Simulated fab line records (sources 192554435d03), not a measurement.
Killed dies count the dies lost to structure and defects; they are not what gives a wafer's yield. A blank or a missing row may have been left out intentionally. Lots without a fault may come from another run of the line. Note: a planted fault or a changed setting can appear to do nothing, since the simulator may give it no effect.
Problem report, 8D (eight disciplines) form, completed by code	flow n5-finfet	the parts of the form that need people (team, actions taken, sign-off) are left out

== 1. WHAT IS WRONG ==
raw-defect-count at N5_BEOL_M10_INSPECT_30 reads a mean of 904 on 3 wafers of 2 lots; wafers without a fault read 396 with a standard deviation of 94. Measured from the usual mean, that is +5.4 standard deviations.
The step: inspects for defects (brightfield).
Earliest sighting: wafer L231.2 on defect-inspect-01 at day 15 08:17. The record holds 30 wafers of 10 lots with a number at this step. The rule behind "out" and "out of limits": a value lying over 4 standard deviations away from the usual mean. The rest of the wafers with a number are treated as sound.

== 2. WHAT IT IS; WHAT IT IS NOT ==
question	is	is not
which readings at this step	raw-defect-count	-
which lots	L230, L231	L216, L218, L219, L222, L226, L228, L229, L234
which wafers of those lots	L230.4, L231.2, L231.6	L230.1, L230.6, L231.1
read on which gauges	defect-inspect-01, defect-inspect-02	-
when	from day 15 08:17	up to then (16 sound wafers); but 11 sound wafers of L228, L229, L230, L234 came after

== 3. WHAT RULES OUT EACH SUSPECT ==
Counting: if a tool at a process step up to the reading ran every lot that is out, it stays a suspect. Sound lots after the first of them don't rule it out here, since some wafers of a struck lot are sound.
- ruled out: the gauge at N5_BEOL_M10_INSPECT_30. Those wafers that are out were read across 2 gauges (defect-inspect-01, defect-inspect-02).
- rie-diel-03 at N5_BEOL_M10_STRIP_19 (strips in O2): kept. Every lot that is out went through it, the first being L231 (day 15 07:40); the last sound lot it ran before that was L226 (day 14 20:44).
- Within rie-diel-03 at N5_BEOL_M10_STRIP_19: the wafers that are out ran in chamber 0; their sound lot-mates ran in chambers 2, 3.
The count leaves rie-diel-03 at N5_BEOL_M10_STRIP_19.

== 4. THE CAUSE (what the simulator had put in) ==
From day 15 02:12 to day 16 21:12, rie-diel-03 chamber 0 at N5_BEOL_M10_STRIP_19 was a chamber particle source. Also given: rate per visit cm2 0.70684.
This tool alone remained once counting was done.

== 5. THE EFFECT CHAIN, in route order ==
Each row: a reading whose mean over the struck wafers that have a number lies more than 3 standard deviations from the usual. Only readings for which the record gives a usual standard deviation are gone through. hours: the time from each lot's start at the first step in this table that gives one to its start at this step, as a median over the lots. sigmas: the change in usual standard deviations.
hours	step	reading	usual	on struck wafers	change	sigmas
0	N5_BEOL_M10_INSPECT_30	raw-defect-count	396	904	+508	+5.4
50	N5_PASSIVATION_PROBE_49	defect-limited-yield	91.5 %	83.6	-7.9	-6.1
50	N5_PASSIVATION_PROBE_49	killed_at_M4_up	13	127	+114	+24
50	N5_PASSIVATION_PROBE_49	killed-dies	101	194	+93	+6.2
50	N5_PASSIVATION_PROBE_49	sort_bin_5_function	5.0 %	10.6	+5.6	+6.3
50	N5_PASSIVATION_PROBE_49	sort-n-pass	1079	986	-93	-5.8
50	N5_PASSIVATION_PROBE_49	sort-yield-pct	91.4 %	83.6	-7.8	-5.6
It contains these process steps:
- N5_PASSIVATION_PROBE_49

== 6. WHAT WOULD HAVE CAUGHT IT SOONER ==
The first out-of-limits reading at a measuring or inspecting step in this record came at day 15 08:17, 6 hours after the fault's start at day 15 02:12.
Tool readings at N5_BEOL_M10_STRIP_19 with a usual standard deviation given in the record: none out on any struck wafer, hence no alarm at a limit of 4 standard deviations on them.
Lots out: 2; of these, L230 started N5_BEOL_M10_STRIP_19 on rie-diel-03 after day 15 08:17. Holding the tool at that time would have saved it.
